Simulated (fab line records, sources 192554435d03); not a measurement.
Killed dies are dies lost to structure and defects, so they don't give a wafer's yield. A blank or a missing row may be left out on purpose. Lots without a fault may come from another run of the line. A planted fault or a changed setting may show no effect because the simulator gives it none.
A struck lot beside a sound one | flow n5_finfet | 35 steps out of a route of 1938
Sound: wafers L764.2, L764.3, L764.4. Struck: wafers L750.1, L750.6. (L750.2 of the same lot was not struck and is left out.) The cause comes at the end.
At each step with rows: each side's tool, then ch and its chambers, then its first start. Under that, the readings that differ: sound wafers | struck wafers | difference of the means | sigmas: that difference in standard deviations of wafers without a fault.
alike: readings whose means differ by less than 2 such deviations, and words and numbers that are the same on both sides. not compared: withheld readings, readings that some wafer has no value for, bounds like >300 that may hide the same value, and numbers for which the record gives no deviation and whose values overlap.
The two part at a step that has a row with sigmas, a row that says differs or no value, or rows on one side only. Numbers that don't overlap but have no deviation are shown without sigmas and don't part them. A reading that every wafer of one side lacks parts them only if that side has two wafers or more.

first, 10 steps without rows for these wafers: N5_BEOL_M10_TRENCH_ETCH_37 (etches SiCOH lowk in C4F6/O2, target depth 148.83 nm, time 48 s); N5_BEOL_M10_ETCH_41 (etches SiCN in CH3F/O2, target depth 42.6 nm, time 86 s); N5_BEOL_M10_STRIP_77 (strips in N2/H2, time 10 s); N5_BEOL_M10_HM_STRIP_39 (strips TiN in peroxide tin strip, target depth 25 nm, time 158 s); N5_BEOL_M10_SRD_40 (time 30 s); N5_BEOL_M10_PRECLEAN_42 (cleans in residue remover, time 60 s); N5_BEOL_M10_SRD_43 (time 30 s); N5_BEOL_M10_CURE_72 (cures SiCOH lowk, time 120 s); N5_BEOL_M10_DEGAS_44 (time 60 s); N5_BEOL_M10_PRE_CLEAN_45 (time 30 s).
N5_BEOL_M10_ALD_74: deposits TaN, target thk 2 nm, pulse time 2 s, purge time 3 s.
  sound on ald_metal-04 ch 0,1,2, day 15 08:28; struck on ald_metal-01 ch 0,2, day 11 20:43
  reading                                  | sound    | struck  | difference | sigmas
  ald_cycles                               | 40 40 40 | 25 25   | -15        |
  model.TaN_of_BEOL_M10_ALD_74.thk_nm (nm) | 2 2 2    | 1.2 1.2 | -0.8       |
  alike: heater_power_w, precursor_vessel_pressure_torr
then, 22 steps without rows for these wafers: N5_BEOL_M10_SURFACE_TREAT_76; N5_BEOL_M10_CVD_75 (deposits Co from CCTBA/H2, target thk 2 nm, time 138.9 s); N5_BEOL_M10_SPUTTER_48 (material Cu, target thk 12 nm, time 2 s); N5_BEOL_M10_ECD_50 (material Cu, target thk 318 nm); N5_BEOL_M10_ANNEAL_51 (time 90 s); N5_BEOL_M10_CMP_52 (polishes, stops on SiCOH lowk, t overpolish 7 s, target thk 140 nm); N5_BEOL_M10_PRE_CLEAN_55 (time 15 s); N5_BEOL_M10_DEP_56 (deposits SiCN from 3MS/NH3, target thk 15 nm, time 26.5 s); N5_BEOL_M11_ILD_DEP_00 (deposits SiCOH lowk from DEMS/porogen, target thk 308.51 nm, time 58 s); N5_BEOL_M11_CURE_71 (cures SiCOH lowk, time 240 s); N5_BEOL_M11_PECVD_70 (deposits SiO2 from TEOS/O2, target thk 20 nm, time 22.7 s); N5_BEOL_M11_HM_DEP_02 (deposits TiN, target thk 20 nm); N5_BEOL_M11_COAT_59 (time 60 s, resist thk 100 nm); N5_BEOL_M11_COAT_60 (time 60 s, resist thk 30 nm); N5_BEOL_M11_COAT_05 (resist thk 90 nm); N5_BEOL_M11_EBR_07; N5_BEOL_M11_SOFTBAKE_06 (time 60 s); N5_BEOL_M11_EXPOSE_08 (exposes mask M11); N5_BEOL_M11_PEB_09 (peb time 60 s); N5_BEOL_M11_DEVELOP_10 (develop time 30 s); N5_BEOL_M11_DESCUM_16 (chemistry O2, time 7.9 s); N5_BEOL_M11_ETCH_61 (etches SiARC in CF4, target depth 39 nm, time 65 s).
N5_BEOL_M15_RC_MEAS_101:
  sound on prober-01 ch 0, day 16 22:06; struck on prober-02 ch 0, day 13 14:52
  reading                 | sound                   | struck          | difference | sigmas
  COMB_M10 (S/m)          | 1.7e-11 1.9e-11 1.5e-11 | 5.2e-11 4.6e-11 | +3.2e-11   | +11
  COMB_M10_max_site (S/m) | 3.3e-11 2.5e-11 2e-11   | 7.8e-11 7.1e-11 | +4.9e-11   | +11
  alike: COMB_M11, COMB_M12, COMB_M13, COMB_M14, COMB_M15, COMB_M5, COMB_M6, COMB_M7, COMB_M7_max_site, COMB_M8, COMB_M9, COMB_M9_max_site, SERP_M10, SERP_M11, SERP_M12, SERP_M13, SERP_M14, SERP_M14_max_site, SERP_M5, SERP_M5_max_site, SERP_M6, SERP_M7, SERP_M8, SERP_M8_max_site, SERP_M9, SERP_M9_max_site
N5_PASSIVATION_PROBE_49:
  sound on prober-02, day 17 15:00; struck on prober-01, day 14 03:52
  reading                  | sound          | struck    | difference | sigmas
  defect_limited_yield (%) | 87.4 89.3 87.7 | 92.3 92.8 | +4.4       | +3
  killed_at_M0_to_M3       | 49 48 47       | 21 34     | -20        | -2
  killed_dies              | 149 126 145    | 91 85     | -52        | -3
  killed_open              | 100 74 99      | 69 60     | -26        | -2
  killed_short             | 49 50 46       | 18 21     | -29        | -4
  sort_bin_4_leakage (%)   | 0 0 0          | 0.25 0.17 | +0.21      |
  sort_bin_5_function (%)  | 7.7 6.1 7.6    | 4.2 4.2   | -2.9       | -3
  sort_n_pass              | 1031 1054 1035 | 1089 1095 | +52        | +3
  sort_yield_pct (%)       | 87.4 89.3 87.7 | 92.3 92.8 | +4.4       | +3
  alike: killed_at_M4_up, killed_at_contacts, killed_at_front_end, killed_at_other, sort_bin_6_memory

WHERE THEY PART
First at N5_BEOL_M15_RC_MEAS_101; last, within this record, at N5_PASSIVATION_PROBE_49.

WHY: what the simulator had put in
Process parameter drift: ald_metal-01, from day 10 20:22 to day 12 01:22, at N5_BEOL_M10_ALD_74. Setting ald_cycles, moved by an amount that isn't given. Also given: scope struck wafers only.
